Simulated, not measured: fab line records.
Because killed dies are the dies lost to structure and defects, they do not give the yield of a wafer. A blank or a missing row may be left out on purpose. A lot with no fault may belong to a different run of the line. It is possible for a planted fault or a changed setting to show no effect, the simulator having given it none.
fab line records	flow n5-finfet
[record] lots = 24	wafers = 72	last-day = 18
route steps=1938 shown BEOL_M10@1524 BEOL_M11@1538
lots that met no fault: taken from a fault-free run of the same line
start-h: the number of hours between the record's first day and the start of the first shown wafer of the lot	wait-h: hours since the lot's step before	" as in the row above	L1.1+2: one row covering several wafers at once	- value missing, or start not given	* or withheld: withheld	< > ~ a bound
route shown NAME@n: a module of which the file shows steps, and the number in the route of the first	usual: mean and standard deviation over wafers with no fault	same: alike in all rows	chamber/n: place in a boat	sites: readings site by site	_std_site: how widely they spread, as a standard deviation	_edge_site: mean of outer sites minus mean of inner sites	radius-mm: how far each site lies from the wafer's centre	mask NAME#n: copy n	behind: the tool/chamber that last shaped the wafer	hold: why the lot was held/for how many hours/how that ended	device: transistor that didn't switch, given as n, p or np	end of line: the tests these same wafers got at the end of their route	a step with no rows: only its recipe	killed: not the wafer's yield, but the dies lost to structure and defects at the first sort	map: a wafer's dies, x killed, . not, _ none there
set.NAME: the setting as run; set.NAME@STEP: as run at that earlier step	model.NAME: the simulator's own value behind a step, which no gauge read
the route's steps for a sample of lots (tables are steps, rows are wafers)
services: when a tool's chamber went out of use (start-h, in hours from the record's first day, below 0 if earlier), for how many hours, and the reason
[[steps]]
[step N5_BEOL_M10_ALD_74]
[recipe] material = TaN	target-thk-a = 20	temp-c = 275	ald-precursor-family = PDMAT	ald-co-reactant = NH3	pressure-torr = 3	carrier-flow-sccm = 1500	pulse-time-s = 2	purge-time-s = 3	co-reactant-purge-time-s = 2	co-reactant-pulse-time-s = 3	ald-cycles = 40	precursor-vessel-temp-c = 75	precursor-vessel-pressure-torr = 26.25	precursor-vessel-carrier-sccm = 1000
[usual] heater-power-w = 420/30	mfc-carrier-sccm = 1499/4.5
lot.wafer	tool	chamber	start-h	wait-h	heater-power-w	mfc-carrier-sccm
L074.4	ald-metal-02	1	220.11	0.2	388	1499
L074.5	"	2	"	"	405	1503
L074.6	"	3	"	"	484	1500
L075.1	ald-metal-04	1	229.61	0.0	409	1497
L075.2	"	0	"	"	417	1490
L075.6	"	0	"	"	420	1496
L076.3	ald-metal-03	0	237.13	0.1	406	1502
L076.4	"	2	"	"	425	1500
L076.5	"	3	"	"	410	1497
L077.2	ald-metal-04	3	239.68	0.0	488	1499
L077.3	"	1	"	"	398	1502
L077.6	"	0	"	"	418	1511
L078.1	ald-metal-03	1	247.94	0.3	408	1497
L078.3	"	3	"	"	398	1500
L078.6	"	2	"	"	422	1495
L079.3	ald-metal-02	3	251.95	0.3	469	1498
L079.4	"	0	"	"	433	1503
L079.6	"	3	"	"	477	1501
L081.1	ald-metal-03	3	264.44	0.0	409	1497
L081.3	"	2	"	"	416	1500
L081.5	"	1	"	"	416	1502
L080.1	ald-metal-02	1	264.94	0.0	380	1493
L080.4	"	2	"	"	409	1499
L080.5	"	2	"	"	402	1502
L083.2	ald-metal-02	2	269.80	0.0	399	1504
L083.3	"	1	"	"	383	1499
L083.5	"	3	"	"	462	1494
L082.1	ald-metal-02	1	272.96	0.0	381	1504
L082.2	"	3	"	"	487	1496
L082.3	"	0	"	"	428	1501
L084.1	ald-metal-04	3	290.08	0.1	481	1497
L084.3	"	1	"	"	395	1491
L084.6	"	0	"	"	412	1502
L085.3	ald-metal-02	1	291.76	0.1	382	1496
L085.4	"	0	"	"	420	1501
L085.6	"	0	"	"	430	1507
L087.2	ald-metal-03	0	296.49	0.2	402	1507
L087.5	"	1	"	"	420	1503
L087.6	"	2	"	"	434	1493
L086.1	ald-metal-04	0	299.67	0.0	413	1510
L086.4	"	1	"	"	406	1488
L086.5	"	2	"	"	425	1498
L088.3	ald-metal-03	1	301.72	0.0	405	1490
L088.4	"	3	"	"	403	1504
L088.6	"	0	"	"	395	1495
L089.3	ald-metal-02	0	318.07	0.0	424	1503
L089.4	"	3	"	"	476	1502
L089.6	"	1	"	"	382	1500
L090.2	ald-metal-04	1	330.15	0.1	392	1505
L090.4	"	2	"	"	420	1503
L090.6	"	1	"	"	396	1503
L093.1	ald-metal-03	0	330.34	0.3	400	1497
L093.2	"	1	"	"	408	1499
L093.5	"	3	"	"	398	1508
L091.1	ald-metal-04	3	330.68	0.3	478	1505
L091.3	"	0	"	"	415	1506
L091.6	"	2	"	"	430	1497
L092.2	ald-metal-02	0	340.85	0.1	440	1505
L092.4	"	1	"	"	375	1503
L092.6	"	1	"	"	385	1499
L096.1	ald-metal-02	0	363.63	0.0	425	1501
L096.2	"	1	"	"	387	1503
L096.3	"	2	"	"	409	1498
L094.1	ald-metal-02	3	371.43	0.0	486	1490
L094.2	"	1	"	"	389	1502
L094.6	"	0	"	"	431	1492
L095.1	ald-metal-02	2	374.96	0.0	399	1496
L095.3	"	3	"	"	482	1499
L095.5	"	2	"	"	398	1498
L097.2	ald-metal-03	3	389.74	0.1	398	1496
L097.4	"	1	"	"	407	1503
L097.6	"	3	"	"	413	1493
[step N5_BEOL_M10_SURFACE_TREAT_76]
[recipe] gas = Ar	time-s = *	ion-energy-ev = *	ion-current-ma-cm2 = 0.5	pressure-mtorr = *	ar-flow-sccm = 30
[usual] throttle-valve-pct = *
lot.wafer	tool	chamber	start-h	wait-h	throttle-valve-pct
L074.4	pvd-sputter-01	-	220.60	0.4	*
L074.5	"	-	"	"	*
L074.6	"	-	"	"	*
L075.1	pvd-sputter-01	-	230.01	0.3	*
L075.2	"	-	"	"	*
L075.6	"	-	"	"	*
L076.3	pvd-sputter-01	-	237.43	0.2	*
L076.4	"	-	"	"	*
L076.5	"	-	"	"	*
L077.2	pvd-sputter-02	-	239.96	0.2	*
L077.3	"	-	"	"	*
L077.6	"	-	"	"	*
L078.1	pvd-sputter-03	-	248.25	0.2	*
L078.3	"	-	"	"	*
L078.6	"	-	"	"	*
L079.3	pvd-sputter-03	-	252.36	0.3	*
L079.4	"	-	"	"	*
L079.6	"	-	"	"	*
L081.1	pvd-sputter-03	-	264.80	0.2	*
L081.3	"	-	"	"	*
L081.5	"	-	"	"	*
L080.1	pvd-sputter-01	-	265.29	0.2	*
L080.4	"	-	"	"	*
L080.5	"	-	"	"	*
L083.2	pvd-sputter-01	-	270.17	0.2	*
L083.3	"	-	"	"	*
L083.5	"	-	"	"	*
L082.1	pvd-sputter-01	-	273.25	0.2	*
L082.2	"	-	"	"	*
L082.3	"	-	"	"	*
L084.1	pvd-sputter-01	-	290.61	0.4	*
L084.3	"	-	"	"	*
L084.6	"	-	"	"	*
L085.3	pvd-sputter-01	-	292.19	0.3	*
L085.4	"	-	"	"	*
L085.6	"	-	"	"	*
L087.2	pvd-sputter-01	-	296.80	0.2	*
L087.5	"	-	"	"	*
L087.6	"	-	"	"	*
L086.1	pvd-sputter-01	-	301.50	1.7	*
L086.4	"	-	"	"	*
L086.5	"	-	"	"	*
L088.3	pvd-sputter-01	-	302.02	0.2	*
L088.4	"	-	"	"	*
L088.6	"	-	"	"	*
L089.3	pvd-sputter-01	-	318.35	0.2	*
L089.4	"	-	"	"	*
L089.6	"	-	"	"	*
L090.2	pvd-sputter-02	-	330.59	0.3	*
L090.4	"	-	"	"	*
L090.6	"	-	"	"	*
L093.1	pvd-sputter-02	-	330.67	0.2	*
L093.2	"	-	"	"	*
L093.5	"	-	"	"	*
L091.1	pvd-sputter-02	-	331.07	0.3	*
L091.3	"	-	"	"	*
L091.6	"	-	"	"	*
L092.2	pvd-sputter-03	-	341.13	0.2	*
L092.4	"	-	"	"	*
L092.6	"	-	"	"	*
L096.1	pvd-sputter-01	-	364.01	0.2	*
L096.2	"	-	"	"	*
L096.3	"	-	"	"	*
L094.1	pvd-sputter-03	-	371.94	0.4	*
L094.2	"	-	"	"	*
L094.6	"	-	"	"	*
L095.1	pvd-sputter-02	-	375.30	0.2	*
L095.3	"	-	"	"	*
L095.5	"	-	"	"	*
L097.2	pvd-sputter-01	-	390.23	0.4	*
L097.4	"	-	"	"	*
L097.6	"	-	"	"	*
[step N5_BEOL_M11_THK_MEAS_01]
[recipe] reads = SiCOH_lowk_of_BEOL_M11_ILD_DEP_00
[usual] M11_ILD_THK = 268/3.3
lot.wafer	tool	chamber	start-h	wait-h	M11_ILD_THK[nm]
L074.4	film-metro-02	-	222.67	0.2	269
L074.5	"	-	"	"	267
L074.6	"	-	"	"	270
L075.1	film-metro-01	-	232.08	0.4	268
L075.2	"	-	"	"	271
L075.6	"	-	"	"	273
L076.3	film-metro-02	-	240.71	0.3	262
L076.4	"	-	"	"	268
L076.5	"	-	"	"	267
L077.2	film-metro-02	-	241.80	0.4	269
L077.3	"	-	"	"	271
L077.6	"	-	"	"	274
L078.1	film-metro-01	-	250.51	0.4	266
L078.3	"	-	"	"	265
L078.6	"	-	"	"	270
L079.3	film-metro-02	-	254.30	0.3	265
L079.4	"	-	"	"	269
L079.6	"	-	"	"	267
L081.1	film-metro-01	-	266.73	0.4	267
L081.3	"	-	"	"	268
L081.5	"	-	"	"	275
L080.1	film-metro-01	-	268.17	0.8	268
L080.4	"	-	"	"	268
L080.5	"	-	"	"	271
L083.2	film-metro-01	-	273.49	0.4	265
L083.3	"	-	"	"	261
L083.5	"	-	"	"	267
L082.1	film-metro-01	-	275.18	0.4	269
L082.2	"	-	"	"	263
L082.3	"	-	"	"	264
L084.1	film-metro-01	-	292.73	0.4	264
L084.3	"	-	"	"	264
L084.6	"	-	"	"	268
L085.3	film-metro-01	-	294.33	0.3	266
L085.4	"	-	"	"	272
L085.6	"	-	"	"	270
L087.2	film-metro-01	-	299.37	0.4	266
L087.5	"	-	"	"	266
L087.6	"	-	"	"	268
L086.1	film-metro-01	-	303.63	0.4	263
L086.4	"	-	"	"	268
L086.5	"	-	"	"	268
L088.3	film-metro-02	-	305.14	0.3	274
L088.4	"	-	"	"	271
L088.6	"	-	"	"	270
L089.3	film-metro-02	-	320.28	0.3	267
L089.4	"	-	"	"	272
L089.6	"	-	"	"	268
L090.2	film-metro-02	-	332.40	0.4	270
L090.4	"	-	"	"	271
L090.6	"	-	"	"	267
L093.1	film-metro-01	-	332.88	0.4	264
L093.2	"	-	"	"	264
L093.5	"	-	"	"	269
L091.1	film-metro-01	-	333.57	0.4	262
L091.3	"	-	"	"	270
L091.6	"	-	"	"	271
L092.2	film-metro-01	-	342.99	0.4	269
L092.4	"	-	"	"	266
L092.6	"	-	"	"	270
L096.1	film-metro-02	-	366.25	0.4	265
L096.2	"	-	"	"	267
L096.3	"	-	"	"	268
L094.1	film-metro-02	-	374.34	0.8	266
L094.2	"	-	"	"	265
L094.6	"	-	"	"	266
L095.1	film-metro-01	-	377.14	0.4	268
L095.3	"	-	"	"	268
L095.5	"	-	"	"	275
L097.2	film-metro-01	-	392.20	0.4	266
L097.4	"	-	"	"	269
L097.6	"	-	"	"	273
[step N5_BEOL_M11_OVL_MEAS_12]
[recipe] points-per-wafer = 44
[usual] M11_OVL = -0.3/0.73
lot.wafer	tool	chamber	start-h	wait-h	M11_OVL[nm]
L074.4	overlay-01	0	225.25	0.0	-1.8
L074.5	"	0	"	"	0.5
L074.6	"	0	"	"	-0.7
L075.1	overlay-01	0	233.23	0.0	0.5
L075.2	"	0	"	"	0.5
L075.6	"	0	"	"	-0.1
L076.3	overlay-02	0	243.37	0.0	0.9
L076.4	"	0	"	"	-1.1
L076.5	"	0	"	"	-0.1
L077.2	overlay-02	0	243.61	0.0	-0.6
L077.3	"	0	"	"	-1.3
L077.6	"	0	"	"	-1.2
L078.1	overlay-01	0	252.92	0.0	-0.4
L078.3	"	0	"	"	0.4
L078.6	"	0	"	"	0.2
L079.3	overlay-02	0	255.45	0.0	-0.1
L079.4	"	0	"	"	-0.5
L079.6	"	0	"	"	-0.2
L081.1	overlay-02	0	269.34	0.0	-0.8
L081.3	"	0	"	"	-1.0
L081.5	"	0	"	"	-2.1
L080.1	overlay-02	0	270.04	0.0	0.3
L080.4	"	0	"	"	-1.4
L080.5	"	0	"	"	-0.2
L083.2	overlay-02	0	274.13	0.0	-1.4
L083.3	"	0	"	"	-0.2
L083.5	"	0	"	"	-1.3
L082.1	overlay-01	0	277.28	0.0	0.1
L082.2	"	0	"	"	-0.7
L082.3	"	0	"	"	-0.2
L084.1	overlay-01	0	293.49	0.0	-0.5
L084.3	"	0	"	"	-0.4
L084.6	"	0	"	"	-0.6
L085.3	overlay-02	0	296.33	0.0	0.4
L085.4	"	0	"	"	-1.0
L085.6	"	0	"	"	-0.3
L087.2	overlay-01	0	299.87	0.0	-1.2
L087.5	"	0	"	"	0.0
L087.6	"	0	"	"	0.5
L086.1	overlay-02	0	305.78	0.0	0.1
L086.4	"	0	"	"	-0.2
L086.5	"	0	"	"	-0.9
L088.3	overlay-02	0	306.52	0.0	0.5
L088.4	"	0	"	"	-1.1
L088.6	"	0	"	"	-0.3
L089.3	overlay-01	0	324.07	0.0	0.5
L089.4	"	0	"	"	0.5
L089.6	"	0	"	"	0.0
L090.2	overlay-01	0	336.10	0.0	-1.0
L090.4	"	0	"	"	-0.8
L090.6	"	0	"	"	-1.3
L093.1	overlay-01	0	336.27	0.0	-0.9
L093.2	"	0	"	"	-0.1
L093.5	"	0	"	"	-0.3
L091.1	overlay-01	0	336.52	0.0	-0.7
L091.3	"	0	"	"	-1.2
L091.6	"	0	"	"	0.8
L092.2	overlay-01	0	344.07	0.0	-0.2
L092.4	"	0	"	"	-0.6
L092.6	"	0	"	"	0.9
L096.1	overlay-01	0	367.98	0.0	1.0
L096.2	"	0	"	"	0.6
L096.3	"	0	"	"	0.6
L094.1	overlay-02	0	375.42	0.0	-0.5
L094.2	"	0	"	"	-0.3
L094.6	"	0	"	"	0.3
L095.1	overlay-02	0	378.64	0.0	0.5
L095.3	"	0	"	"	1.0
L095.5	"	0	"	"	0.9
L097.2	overlay-01	0	392.95	0.0	-0.3
L097.4	"	0	"	"	-0.6
L097.6	"	0	"	"	-1.0
[step N5_BEOL_M11_ETCH_62]
[recipe] chemistry = N2/H2	target = SOC	target-depth-a = 1100	overetch-a = 220	mask-material = SiARC	temp-c = 40	time-s = 165	ion-energy-ev = 200	pressure-mtorr = 30	source-w = 840	bias-w = 150	n2-flow-sccm = 200	h2-flow-sccm = 200
[usual] drypump-motor-current-A = 5.7/0.39	oes-product-au = 0.67/0.078	rf-vpp-V = 523.8/2.4	showerhead-plenum-p-Torr = 2.54/0.077	throttle-valve-pct = 17.78/0.23
lot.wafer	tool	chamber	start-h	wait-h	drypump-motor-current-A	oes-product-au	rf-hours-counter-h	rf-vpp-V	showerhead-plenum-p-Torr	throttle-valve-pct
L074.4	rie-diel-02	0	225.39	0.0	5.9	0.58	249	519.1	2.38	18.23
L074.5	"	0	"	"	5.9	0.58	-	518.8	2.38	18.22
L074.6	"	1	"	"	5.2	0.64	-	520.2	2.44	17.62
L075.1	rie-diel-06	3	233.52	0.0	5.5	0.72	54	525.4	2.56	17.50
L075.2	"	1	"	"	5.5	0.84	2	522.9	2.52	17.47
L075.6	"	2	"	"	5.2	0.60	-	526.5	2.64	18.16
L076.3	rie-diel-02	2	243.51	0.0	5.8	0.60	212	525.1	2.64	18.08
L076.4	"	3	"	"	6.4	0.56	-	522.7	2.49	17.88
L076.5	"	1	"	"	5.2	0.63	-	521.3	2.43	17.61
L077.2	rie-diel-02	3	243.77	0.0	6.4	0.56	246	522.4	2.48	17.87
L077.3	"	1	"	"	5.2	0.63	182	519.8	2.43	17.63
L077.6	"	3	"	"	6.4	0.56	-	522.7	2.48	17.85
L078.1	rie-diel-01	2	253.21	0.0	5.6	0.60	203	522.9	2.53	17.85
L078.3	"	0	"	"	5.4	0.65	105	524.6	2.54	17.94
L078.6	"	0	"	"	5.4	0.66	-	526.2	2.54	17.91
L079.3	rie-diel-06	3	255.59	0.0	5.5	0.71	62	524.5	2.56	17.53
L079.4	"	3	"	"	5.5	0.71	-	524.0	2.56	17.52
L079.6	"	2	"	"	5.2	0.59	-	526.0	2.63	18.16
L081.1	rie-diel-06	2	269.63	0.0	5.2	0.58	222	525.6	2.63	18.19
L081.3	"	0	"	"	6.0	0.76	24	522.8	2.48	17.69
L081.5	"	3	"	"	5.5	0.70	-	525.1	2.55	17.53
L080.1	rie-diel-01	0	270.19	0.0	5.4	0.65	110	524.8	2.54	17.93
L080.4	"	3	"	"	5.9	0.68	129	525.9	2.63	17.62
L080.5	"	1	"	"	6.4	0.71	-	521.5	2.47	17.65
L083.2	rie-diel-02	1	274.27	0.0	5.2	0.61	194	520.4	2.43	17.67
L083.3	"	0	"	"	5.9	0.80	8	528.8	2.70	17.88
L083.5	"	1	"	"	5.2	0.62	-	521.1	2.43	17.65
L082.1	rie-diel-06	2	277.43	0.0	5.2	0.58	225	525.0	2.63	18.18
L082.2	"	1	"	"	5.5	0.80	11	522.7	2.51	17.49
L082.3	"	0	"	"	5.9	0.76	26	521.0	2.48	17.68
L084.1	rie-diel-02	2	293.64	0.0	5.8	0.59	231	526.6	2.63	18.10
L084.3	"	0	"	"	5.9	0.78	15	528.7	2.70	17.90
L084.6	"	1	"	"	5.2	0.61	-	521.1	2.43	17.66
L085.3	rie-diel-02	1	296.51	0.0	5.2	0.61	202	519.9	2.43	17.67
L085.4	"	3	"	"	6.4	0.81	4	522.5	2.48	17.45
L085.6	"	0	"	"	5.9	0.77	-	528.7	2.69	17.89
L087.2	rie-diel-06	3	300.06	0.0	5.5	0.70	76	524.0	2.55	17.54
L087.5	"	3	"	"	5.6	0.70	-	526.1	2.55	17.56
L087.6	"	2	"	"	5.2	0.58	-	526.8	2.63	18.19
L086.1	rie-diel-06	1	305.93	0.0	5.5	0.78	20	521.5	2.51	17.50
L086.4	"	0	"	"	5.9	0.74	35	523.1	2.47	17.69
L086.5	"	0	"	"	5.9	0.74	-	522.0	2.47	17.70
L088.3	rie-diel-02	1	306.67	0.0	5.2	0.61	205	520.5	2.43	17.66
L088.4	"	3	"	"	6.4	0.81	8	520.9	2.48	17.47
L088.6	"	0	"	"	5.9	0.77	-	527.7	2.69	17.89
L089.3	rie-diel-06	3	324.21	0.0	5.5	0.70	82	525.9	2.55	17.56
L089.4	"	2	"	"	5.2	0.58	238	524.1	2.62	18.20
L089.6	"	2	"	"	5.2	0.58	-	526.2	2.62	18.20
L090.2	rie-diel-02	0	336.24	0.0	5.9	0.76	28	528.5	2.69	17.91
L090.4	"	1	"	"	5.2	0.61	214	521.6	2.42	17.70
L090.6	"	3	"	"	6.4	0.78	-	521.3	2.48	17.49
L093.1	rie-diel-06	2	336.47	0.0	5.2	0.57	243	525.9	2.62	18.22
L093.2	"	0	"	"	5.9	0.74	41	521.4	2.47	17.71
L093.5	"	1	"	"	5.5	0.76	-	522.0	2.51	17.53
L091.1	rie-diel-06	0	336.80	0.0	5.9	0.73	41	523.1	2.47	17.71
L091.3	"	2	"	"	5.2	0.57	243	524.0	2.62	18.21
L091.6	"	1	"	"	5.5	0.78	-	522.4	2.51	17.52
L092.2	rie-diel-06	3	345.36	0.0	5.6	0.69	91	524.5	2.54	17.56
L092.4	"	2	"	"	5.2	0.58	247	524.5	2.62	18.21
L092.6	"	3	"	"	5.6	0.69	-	525.4	2.54	17.59
L096.1	rie-diel-01	1	368.34	0.0	6.5	0.70	79	522.7	2.46	17.65
L096.2	"	0	"	"	5.4	0.63	132	524.7	2.53	17.96
L096.3	"	3	"	"	5.9	0.66	150	527.2	2.62	17.67
L094.1	rie-diel-01	1	375.59	0.0	6.4	0.70	82	520.8	2.46	17.68
L094.2	"	3	"	"	5.9	0.66	152	526.8	2.62	17.67
L094.6	"	1	"	"	6.5	0.70	-	521.9	2.46	17.66
L095.1	rie-diel-01	1	378.79	0.0	6.4	0.70	83	523.2	2.46	17.67
L095.3	"	0	"	"	5.4	0.63	136	525.1	2.53	17.97
L095.5	"	0	"	"	5.4	0.63	-	524.6	2.53	17.99
L097.2	rie-diel-01	2	393.10	0.0	5.6	0.58	233	521.8	2.52	17.91
L097.4	"	0	"	"	5.4	0.63	140	526.3	2.53	17.99
L097.6	"	3	"	"	5.9	0.66	-	527.0	2.62	17.68
[step N5_BEOL_M11_CD_MEAS_18]
[recipe] pitch-nm = 140	target-cd-nm = 70
[usual] cd-nm = 70.0/0.58
lot.wafer	tool	chamber	start-h	wait-h	cd-nm
L074.4	cd-sem-03	-	225.76	0.1	70.3
L074.5	"	-	"	"	70.5
L074.6	"	-	"	"	71.6
L075.1	cd-sem-01	-	233.94	0.0	69.7
L075.2	"	-	"	"	71.0
L075.6	"	-	"	"	69.7
L076.3	cd-sem-02	-	243.97	0.1	70.1
L076.4	"	-	"	"	69.8
L076.5	"	-	"	"	70.3
L077.2	cd-sem-01	-	244.19	0.1	70.5
L077.3	"	-	"	"	70.0
L077.6	"	-	"	"	70.2
L078.1	cd-sem-02	-	253.58	0.0	69.7
L078.3	"	-	"	"	69.7
L078.6	"	-	"	"	70.1
L079.3	cd-sem-02	-	255.96	0.1	70.1
L079.4	"	-	"	"	70.6
L079.6	"	-	"	"	68.7
L081.1	cd-sem-01	-	270.00	0.0	70.8
L081.3	"	-	"	"	70.1
L081.5	"	-	"	"	70.1
L080.1	cd-sem-03	-	270.74	0.0	70.3
L080.4	"	-	"	"	70.3
L080.5	"	-	"	"	69.0
L083.2	cd-sem-01	-	274.74	0.1	70.3
L083.3	"	-	"	"	70.0
L083.5	"	-	"	"	69.5
L082.1	cd-sem-01	-	277.79	0.0	71.2
L082.2	"	-	"	"	71.0
L082.3	"	-	"	"	70.9
L084.1	cd-sem-03	-	294.02	0.0	69.5
L084.3	"	-	"	"	71.2
L084.6	"	-	"	"	70.6
L085.3	cd-sem-01	-	296.88	0.1	70.4
L085.4	"	-	"	"	70.2
L085.6	"	-	"	"	70.1
L087.2	cd-sem-01	-	300.52	0.1	71.1
L087.5	"	-	"	"	70.9
L087.6	"	-	"	"	69.8
L086.1	cd-sem-03	-	306.29	0.0	70.2
L086.4	"	-	"	"	70.1
L086.5	"	-	"	"	69.3
L088.3	cd-sem-02	-	307.04	0.1	70.1
L088.4	"	-	"	"	69.3
L088.6	"	-	"	"	69.3
L089.3	cd-sem-02	-	324.58	0.1	69.5
L089.4	"	-	"	"	69.6
L089.6	"	-	"	"	69.5
L090.2	cd-sem-02	-	336.71	0.1	69.4
L090.4	"	-	"	"	69.9
L090.6	"	-	"	"	70.6
L093.1	cd-sem-01	-	336.85	0.0	69.7
L093.2	"	-	"	"	70.0
L093.5	"	-	"	"	70.7
L091.1	cd-sem-01	-	337.23	0.0	69.9
L091.3	"	-	"	"	70.0
L091.6	"	-	"	"	70.2
L092.2	cd-sem-01	-	345.84	0.1	69.8
L092.4	"	-	"	"	70.3
L092.6	"	-	"	"	70.2
L096.1	cd-sem-02	-	368.71	0.0	68.5
L096.2	"	-	"	"	69.1
L096.3	"	-	"	"	68.7
L094.1	cd-sem-02	-	375.96	0.0	70.2
L094.2	"	-	"	"	69.9
L094.6	"	-	"	"	70.0
L095.1	cd-sem-03	-	379.15	0.0	69.8
L095.3	"	-	"	"	70.0
L095.5	"	-	"	"	69.4
L097.2	cd-sem-03	-	393.47	0.1	69.4
L097.4	"	-	"	"	70.3
L097.6	"	-	"	"	69.7
[[services]]
tool	chamber	start-h	hours	kind
ald-metal-02	1	221.17	3.6	repair
ald-metal-02	-	224.55	0.2	repair
ald-metal-03	-	239.21	1.4	repair
rie-diel-06	1	250.77	15.2	repair
ald-metal-02	0	293.16	3.1	repair
ald-metal-02	1	293.43	16.4	repair
rie-diel-01	1	306.06	3.2	repair
rie-diel-01	2	317.52	13.2	repair
ald-metal-03	3	323.85	5.2	repair
rie-diel-06	1	324.83	6.5	repair
ald-metal-03	2	325.61	15.1	repair
rie-diel-06	0	329.54	6.8	repair
ald-metal-02	-	330.94	2.1	repair
rie-diel-01	-	331.02	28.1	pm
pvd-sputter-01	-	331.34	3.0	repair
pvd-sputter-01	-	337.39	1.7	repair
rie-diel-02	3	337.71	39.6	repair
rie-diel-06	1	347.24	8.0	repair
ald-metal-02	-	357.49	2.8	pm
ald-metal-03	-	365.93	0.7	repair
rie-diel-02	2	370.56	11.4	repair
rie-diel-02	0	374.23	10.2	repair
ald-metal-03	1	382.40	4.5	repair
rie-diel-06	2	390.90	3.9	repair
[[key]]
fault none
